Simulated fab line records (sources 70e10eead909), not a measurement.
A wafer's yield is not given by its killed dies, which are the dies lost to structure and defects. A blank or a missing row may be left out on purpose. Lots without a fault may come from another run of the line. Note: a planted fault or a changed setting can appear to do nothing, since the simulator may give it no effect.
Chamber matching ; flow nand harc ; 3 sister chambers for NHARC_A_BONDPAD_DEP_00 on pecvd-02
The step deposits SiCN, target thk 250 nm. 3 wafers are shown with their chamber, then 8 later ones without.

WAFERS WITH THEIR CHAMBER
wafer;chamber;heater power w (W)
L091.2;1;525
L091.5;2;563
L092.2;0;868

WAFERS WHOSE CHAMBER IS MISSING
wafer;heater power w (W)
L092.5;500
L092.6;652
L093.4;475
L093.5;831
L093.6;649
L094.2;468
L094.3;664
L094.4;802

THE CHAMBER EACH PASSED THROUGH
wafer;from the rows above;in truth
L092.5;can't be placed: 1 or 2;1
L092.6;can't be placed: 2 or 1 or 0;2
L093.4;can't be placed: 1 or 2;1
L093.5;0;0
L093.6;can't be placed: 2 or 1 or 0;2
L094.2;can't be placed: 1 or 2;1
L094.3;can't be placed: 2 or 1 or 0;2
L094.4;0;0
2 of 8 placed correctly. These rows do not allow placing 6 (true chamber among the candidates in 6). Wrongly placed: 0.
How it was worked out, from the rows above alone: a wafer's distance from a chamber is the root of the sum, over the readings, of the square of ((its reading less the chamber's mean) divided by the reading's scatter). If the next closest chamber is less than 2 further off than the closest, the wafer can't be placed; otherwise it belongs to the closest. The mean given for a chamber averages the wafers shown for that chamber. The scatter: root of mean squared gap, hidden wafer to nearest shown wafer, with one shown wafer a chamber.
